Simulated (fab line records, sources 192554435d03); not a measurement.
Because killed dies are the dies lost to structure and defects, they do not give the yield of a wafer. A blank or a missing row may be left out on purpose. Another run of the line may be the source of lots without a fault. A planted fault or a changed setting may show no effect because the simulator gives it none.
The tool behind it: which one? | flow n5Finfet | 21 lots, 63 wafers sampled, at 4 steps of a route of 1938

## WHAT THE GAUGES READ, wafer by wafer
N5_BEOL_M13_CD_MEAS_17: the cd target is 190 nm.
lot  | measured     | on       | cdNm (nm)
L075 | day 11 04:46 | cdSem-01 | 189.4 189.0 189.7
L076 | day 11 17:13 | cdSem-03 | 187.3 189.3 189.8
L077 | day 11 19:47 | cdSem-02 | 191.1 187.0 190.6
L078 | day 12 01:15 | cdSem-03 | 193.1 193.9 194.0
L079 | day 12 02:26 | cdSem-03 | 188.9 187.9 188.6
L081 | day 12 17:08 | cdSem-02 | 188.8 190.6 187.0
L080 | day 12 19:57 | cdSem-02 | 191.9 190.3 191.4
L083 | day 13 00:14 | cdSem-02 | 189.9 190.4 191.4
L082 | day 13 05:28 | cdSem-01 | 190.9 188.0 189.8
L084 | day 13 16:32 | cdSem-02 | 190.9 188.7 188.7
L085 | day 13 19:56 | cdSem-03 | 192.0 192.0 190.4
L087 | day 14 00:34 | cdSem-03 | 189.7 188.5 192.0
L086 | day 14 08:36 | cdSem-02 | 187.7 192.2 190.2
L088 | day 14 15:13 | cdSem-03 | 190.6 190.2 189.2
L090 | day 15 13:26 | cdSem-01 | 192.5 193.2 190.8
L093 | day 15 13:52 | cdSem-02 | 193.4 191.1 191.5
L091 | day 15 16:05 | cdSem-02 | 191.9 190.4 190.5
L096 | day 16 18:17 | cdSem-03 | 187.5 189.6 190.2
L094 | day 17 07:17 | cdSem-02 | 191.7 190.5 191.8
L095 | day 17 07:40 | cdSem-01 | 189.5 192.4 191.3
L097 | day 17 19:53 | cdSem-03 | 190.5 191.8 188.6

## WHICH TOOL RAN EACH LOT (tool, then ch and the chambers of the sampled wafers, then the start)
lot  | N5_BEOL_M12_DESCUM_33             | N5_BEOL_M12_DEGAS_41        | N5_BEOL_M13_DESCUM_15
L075 | rieDiel-04 ch 1,2, day 10 23:39   | pvdSputter-01, day 11 02:21 | rieDiel-01 ch 0,1,2, day 11 04:14
L076 | rieDiel-03 ch 1,2, day 11 11:49   | pvdSputter-02, day 11 14:30 | rieDiel-01 ch 0,2, day 11 16:41
L077 | rieDiel-03 ch 1,2, day 11 13:11   | pvdSputter-01, day 11 17:23 | rieDiel-01 ch 2,3, day 11 19:16
L078 | rieDiel-03 ch 0,1,3, day 11 20:00 | pvdSputter-03, day 11 22:46 | rieDiel-06 ch 0,3, day 12 00:43
L079 | rieDiel-04 ch 0,1,2, day 11 20:53 | pvdSputter-03, day 11 23:36 | rieDiel-02 ch 0,1,2, day 12 01:55
L081 | rieDiel-03 ch 2,3, day 12 13:00   | pvdSputter-01, day 12 14:39 | rieDiel-01 ch 0,1,3, day 12 16:37
L080 | rieDiel-03 ch 2,3, day 12 15:41   | pvdSputter-02, day 12 17:23 | rieDiel-02 ch 1,2, day 12 19:25
L083 | rieDiel-03 ch 0,1, day 12 17:19   | pvdSputter-01, day 12 21:45 | rieDiel-06 ch 0,1,3, day 12 23:42
L082 | rieDiel-05 ch 0,1,2, day 12 21:08 | pvdSputter-01, day 13 03:02 | rieDiel-06 ch 0,1,3, day 13 04:56
L084 | rieDiel-03 ch 0,2, day 13 12:30   | pvdSputter-02, day 13 14:01 | rieDiel-02 ch 1,2,3, day 13 16:00
L085 | rieDiel-05 ch 0,2, day 13 16:10   | pvdSputter-01, day 13 17:32 | rieDiel-06 ch 0,1,2, day 13 19:24
L087 | rieDiel-04 ch 1,2, day 13 18:48   | pvdSputter-01, day 13 20:50 | rieDiel-06 ch 2,3, day 13 23:51
L086 | rieDiel-05 ch 2,3, day 14 02:05   | pvdSputter-02, day 14 06:08 | rieDiel-01 ch 0,3, day 14 08:04
L088 | rieDiel-03 ch 1,2,3, day 14 02:22 | pvdSputter-01, day 14 12:43 | rieDiel-06 ch 2,3, day 14 14:41
L090 | rieDiel-05 ch 0,2, day 15 08:43   | pvdSputter-03, day 15 10:26 | rieDiel-02 ch 1,2, day 15 12:54
L093 | rieDiel-05 ch 1,3, day 15 10:16   | pvdSputter-03, day 15 11:17 | rieDiel-06 ch 0,2, day 15 13:20
L091 | rieDiel-04 ch 0,1,2, day 15 10:36 | pvdSputter-01, day 15 13:29 | rieDiel-02 ch 0,2, day 15 15:33
L096 | rieDiel-05 ch 0,1,3, day 16 14:44 | pvdSputter-01, day 16 15:46 | rieDiel-06 ch 1,2,3, day 16 17:46
L094 | rieDiel-05 ch 0,3, day 17 00:16   | pvdSputter-01, day 17 04:47 | rieDiel-02 ch 0,1, day 17 06:46
L095 | rieDiel-05 ch 2,3, day 17 00:55   | pvdSputter-02, day 17 05:16 | rieDiel-01 ch 0,1,3, day 17 07:08
L097 | rieDiel-04 ch 0,1,3, day 17 15:11 | pvdSputter-02, day 17 17:25 | rieDiel-06 ch 0,3, day 17 19:21
- N5_BEOL_M12_DESCUM_33: chemistry O2, time 7.9 s.
- N5_BEOL_M12_DEGAS_41: time 60 s.
- N5_BEOL_M13_DESCUM_15: chemistry O2, time 7.9 s.

## WHAT THE TOOLS THEMSELVES READ (means of the sampled wafers that have a number; where no wafer has one, the mark that the record gives instead)
N5_BEOL_M12_DESCUM_33.
lot  | tool       | chamberPressureMTorr (mTorr) | drypumpMotorCurrentA (A) | o2FlowSccm (sccm) | oesProductAu (a.u.) | rfFwdPowerW (W) | rfVppV (V) | showerheadPlenumPTorr (Torr) | throttleValvePct (%)
L075 | rieDiel-04 | 19.999                       | 5.7                      | 225.3             | 0.74                | 49.08           | 242.5      | 2.04                         | 20.45
L076 | rieDiel-03 | 20.011                       | 5.9                      | 224.8             | 0.90                | 49.45           | 244.7      | 2.19                         | 20.14
L077 | rieDiel-03 | 19.989                       | 5.9                      | 224.3             | 0.90                | 49.42           | 244.2      | 2.19                         | 20.15
L078 | rieDiel-03 | 20.004                       | 5.7                      | 224.6             | 0.79                | 49.48           | 243.4      | 2.11                         | 20.38
L079 | rieDiel-04 | 20.019                       | 6.0                      | 225.4             | 0.83                | 49.17           | 242.3      | 2.08                         | 20.51
L081 | rieDiel-03 | 20.007                       | 5.6                      | 225.5             | 0.89                | 49.36           | 243.4      | 2.11                         | 20.37
L080 | rieDiel-03 | 19.997                       | 5.6                      | 225.0             | 0.88                | 49.41           | 243.7      | 2.11                         | 20.38
L083 | rieDiel-03 | 20.017                       | 5.8                      | 225.2             | 0.87                | 49.47           | 243.4      | 2.12                         | 20.25
L082 | rieDiel-05 | 20.017                       | 5.8                      | 225.5             | 0.77                | 49.37           | 243.2      | 2.11                         | 20.23
L084 | rieDiel-03 | 20.010                       | 5.8                      | 225.4             | 0.94                | 49.60           | 243.8      | 2.18                         | 19.95
L085 | rieDiel-05 | 19.995                       | 5.6                      | 225.2             | 0.81                | 49.33           | 245.2      | 2.18                         | 20.11
L087 | rieDiel-04 | 19.988                       | 5.7                      | 224.3             | 0.72                | 49.25           | 241.8      | 2.03                         | 20.48
L086 | rieDiel-05 | 20.011                       | 5.5                      | 224.9             | 0.92                | 49.25           | 243.2      | 2.11                         | 20.12
L088 | rieDiel-03 | 19.980                       | 5.7                      | 224.5             | 0.84                | 49.24           | 243.3      | 2.12                         | 20.36
L090 | rieDiel-05 | 19.989                       | 5.6                      | 225.1             | 0.80                | 49.17           | 243.9      | 2.18                         | 20.13
L093 | rieDiel-05 | 20.002                       | 5.7                      | 224.7             | 0.94                | 49.31           | 242.7      | 2.12                         | 20.18
L091 | rieDiel-04 | 20.012                       | 6.0                      | 224.0             | 0.78                | 49.10           | 242.7      | 2.07                         | 20.56
L096 | rieDiel-05 | 19.988                       | 6.0                      | 225.2             | 0.87                | 49.46           | 243.5      | 2.15                         | 20.29
L094 | rieDiel-05 | 19.980                       | 6.0                      | 225.1             | 0.85                | 49.57           | 242.3      | 2.10                         | 20.37
L095 | rieDiel-05 | 20.017                       | 5.5                      | 225.4             | 0.87                | 49.30           | 242.3      | 2.10                         | 20.17
L097 | rieDiel-04 | 20.005                       | 6.1                      | 224.5             | 0.82                | 49.43           | 243.3      | 2.11                         | 20.53

N5_BEOL_M12_DEGAS_41.
lot  | tool          | heaterPowerW (W)
L075 | pvdSputter-01 | 331
L076 | pvdSputter-02 | 342
L077 | pvdSputter-01 | 322
L078 | pvdSputter-03 | 306
L079 | pvdSputter-03 | 308
L081 | pvdSputter-01 | 343
L080 | pvdSputter-02 | 307
L083 | pvdSputter-01 | 326
L082 | pvdSputter-01 | 336
L084 | pvdSputter-02 | 423
L085 | pvdSputter-01 | 329
L087 | pvdSputter-01 | 340
L086 | pvdSputter-02 | 362
L088 | pvdSputter-01 | 307
L090 | pvdSputter-03 | 305
L093 | pvdSputter-03 | 299
L091 | pvdSputter-01 | 324
L096 | pvdSputter-01 | 339
L094 | pvdSputter-01 | 334
L095 | pvdSputter-02 | 361
L097 | pvdSputter-02 | 396

N5_BEOL_M13_DESCUM_15.
lot  | tool       | chamberPressureMTorr (mTorr) | drypumpMotorCurrentA (A) | o2FlowSccm (sccm) | oesProductAu (a.u.) | rfFwdPowerW (W) | rfVppV (V) | showerheadPlenumPTorr (Torr) | throttleValvePct (%)
L075 | rieDiel-01 | 20.002                       | 5.8                      | 225.2             | 0.78                | 49.51           | 243.5      | 2.08                         | 20.39
L076 | rieDiel-01 | 19.999                       | 5.5                      | 225.2             | 0.72                | 49.59           | 242.7      | 2.07                         | 20.31
L077 | rieDiel-01 | 20.011                       | 5.7                      | 225.8             | 0.74                | 49.64           | 243.4      | 2.10                         | 20.20
L078 | rieDiel-06 | 20.015                       | 5.6                      | 225.1             | 0.87                | 49.11           | 243.5      | 2.10                         | 20.26
L079 | rieDiel-02 | 19.984                       | 5.6                      | 224.9             | 0.79                | 49.22           | 243.8      | 2.13                         | 20.45
L081 | rieDiel-01 | 19.987                       | 5.9                      | 225.5             | 0.80                | 49.49           | 243.8      | 2.12                         | 20.56
L080 | rieDiel-02 | 20.004                       | 5.6                      | 225.0             | 0.70                | 49.41           | 244.1      | 2.11                         | 20.48
L083 | rieDiel-06 | 19.997                       | 5.6                      | 224.5             | 0.89                | 49.19           | 243.5      | 2.08                         | 20.23
L082 | rieDiel-06 | 20.003                       | 5.6                      | 225.0             | 0.88                | 49.17           | 242.8      | 2.08                         | 20.24
L084 | rieDiel-02 | 19.998                       | 5.8                      | 225.2             | 0.78                | 49.33           | 242.1      | 2.07                         | 20.36
L085 | rieDiel-06 | 20.003                       | 5.5                      | 224.7             | 0.84                | 49.06           | 243.0      | 2.09                         | 20.42
L087 | rieDiel-06 | 20.016                       | 5.3                      | 224.4             | 0.73                | 49.11           | 243.9      | 2.13                         | 20.54
L086 | rieDiel-01 | 19.995                       | 5.6                      | 224.8             | 0.77                | 49.69           | 243.3      | 2.15                         | 20.74
L088 | rieDiel-06 | 19.999                       | 5.4                      | 224.8             | 0.78                | 49.08           | 243.6      | 2.12                         | 20.38
L090 | rieDiel-02 | 19.997                       | 5.4                      | 225.3             | 0.70                | 49.38           | 241.7      | 2.04                         | 20.36
L093 | rieDiel-06 | 19.993                       | 5.4                      | 225.4             | 0.73                | 49.25           | 243.1      | 2.11                         | 20.63
L091 | rieDiel-02 | 19.998                       | 5.8                      | 225.1             | 0.73                | 49.37           | 244.4      | 2.17                         | 20.64
L096 | rieDiel-06 | 19.998                       | 5.4                      | 224.3             | 0.89                | 49.13           | 243.3      | 2.10                         | 20.21
L094 | rieDiel-02 | 19.994                       | 5.7                      | 224.5             | 0.80                | 49.54           | 243.5      | 2.13                         | 20.53
L095 | rieDiel-01 | 20.004                       | 5.9                      | 225.0             | 0.78                | 49.58           | 243.7      | 2.11                         | 20.59
L097 | rieDiel-06 | 19.987                       | 5.6                      | 225.1             | 0.80                | 49.05           | 243.4      | 2.08                         | 20.32

## THE ANSWER, worked out from the rows above alone
Rule: the lots themselves supply what counts as usual. Put in order of their means at a reading, lots are off if they are a third of the lots or fewer, leave a main group of 4 or more, and stand apart from it by a gap of 3 or more times the standard deviation of the main group's means; of several such gaps the widest counts. The tables above print the reading to a certain number of digits; a main group whose means all agree to those digits is not used. Also off: a lot with no number at a reading for which 4 or more lots have one. Any other lot the step has rows for is counted as sound. Order of review: gauges by route order, followed by the tools' own readings, for which a lot's mean as printed above is used. The first step at which some lot is off is used, and at that step the reading that is off furthest; a lot without a number counts as furthest.
Nothing can be told from this: no lot is off at any reading shown.

## WHAT THE SIMULATOR PUT IN
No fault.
